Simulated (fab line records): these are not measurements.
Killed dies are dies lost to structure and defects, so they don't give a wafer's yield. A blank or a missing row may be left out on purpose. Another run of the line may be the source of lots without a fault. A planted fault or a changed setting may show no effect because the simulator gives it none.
A struck lot beside a sound one | flow nand-harc | 13 out of 1302 route steps
Sound: wafers L114.3, L114.4, L114.6. Struck: wafer L120.6 (left out: L120.3, a lot-mate that was not struck); the cause follows at the end.
Each step with rows lists, per side, the tool, then ch with its chambers, then its first start. Under that, the readings that differ: sound wafers | struck wafers | difference of the means | sigmas: that difference in standard deviations of wafers without a fault.
alike: words and numbers the same on both sides, and readings whose means are apart by under 2 such deviations; not compared: readings that were withheld, readings missing a value for some wafer, numbers with overlapping values and no deviation given by the record, and bounds like >300 which may hide the same value.
A row with sigmas, a row that says differs or no value, or rows on one side alone: a step with any of these is where the two part. When numbers do not overlap yet have no deviation, they are printed without sigmas and do not part them. A reading that every wafer of one side lacks parts them only if that side has two wafers or more.

first, 6 steps without rows for these wafers: NHARC_A_STAIRCASE_SOFTBAKE_212 (time 170 s); NHARC_A_STAIRCASE_EBR_213; NHARC_A_STAIRCASE_EXPOSE_214 (exposes mask STAIR 3); NHARC_A_STAIRCASE_PEB_215 (peb time 130 s); NHARC_A_STAIRCASE_DEVELOP_216 (time 140 s); NHARC_A_STAIRCASE_HARDBAKE_218 (time 140 s).
NHARC_A_STAIRCASE_DESCUM_219: chemistry O2, time 3 s.
  sound on rie-diel-01 ch 2,3, day 16 11:29; struck on rie-diel-07 ch 0, day 18 22:50
  reading                     | sound       | struck | difference | sigmas
  drypump-motor-current-A (A) | 6.0 6.2 6.2 | 5.0    | -1.1       | -3
  alike: oes-product-au, rf-vpp-V, showerhead-plenum-p-Torr, throttle-valve-pct
  not compared: rf-hours-counter-h
NHARC_A_STAIRCASE_TRIM_220: chemistry O2, time 211.2 s.
  sound on rie-diel-01 ch 0,1,3, day 16 11:35; struck on rie-diel-07 ch 1, day 18 22:56
  alike: drypump-motor-current-A, oes-product-au, rf-vpp-V, run-length-s, showerhead-plenum-p-Torr, throttle-valve-pct
  not compared: rf-hours-counter-h
NHARC_A_STAIRCASE_ETCH_221: etches the open film in C4F8/O2, target depth 100 nm, time 40.5 s.
  sound on rie-diel-01 ch 0,2; struck on rie-diel-07 ch 3
  alike: oes-product-au, rf-vpp-V
  not compared: rf-hours-counter-h
NHARC_A_STAIRCASE_TRIM_222: chemistry O2, time 211.2 s.
  sound on rie-diel-01 ch 0,1; struck on rie-diel-07 ch 2
  alike: drypump-motor-current-A, oes-product-au, rf-vpp-V, run-length-s, showerhead-plenum-p-Torr, throttle-valve-pct
  not compared: rf-hours-counter-h
NHARC_A_STAIRCASE_ETCH_223: etches the open film in C4F8/O2, target depth 100 nm, time 40.5 s.
  sound on rie-diel-01 ch 1,2; struck on rie-diel-07 ch 3
  alike: oes-product-au, rf-vpp-V
  not compared: rf-hours-counter-h
NHARC_A_STAIRCASE_TRIM_224: chemistry O2, time 211.2 s.
  sound on rie-diel-01 ch 0,3, day 16 12:01; struck on rie-diel-07 ch 1, day 18 23:23
  reading                         | sound             | struck | difference | sigmas
  run-length-s (s)                | 232.6 232.4 232.6 | 220.5  | -12.0      | -28
  showerhead-plenum-p-Torr (Torr) | 3.42 3.37 3.42    | 3.75   | +0.35      | +2
  alike: drypump-motor-current-A, oes-product-au, rf-vpp-V, throttle-valve-pct
  not compared: rf-hours-counter-h
then, 1 step without rows for these wafers: NHARC_A_STAIRCASE_ETCH_225 (etches the open film in C4F8/O2, target depth 100 nm, time 40.5 s).

## WHERE THEY PART
First at NHARC_A_STAIRCASE_DESCUM_219; last, within this record, at NHARC_A_STAIRCASE_TRIM_224.

WHY: what had been put in by the simulator
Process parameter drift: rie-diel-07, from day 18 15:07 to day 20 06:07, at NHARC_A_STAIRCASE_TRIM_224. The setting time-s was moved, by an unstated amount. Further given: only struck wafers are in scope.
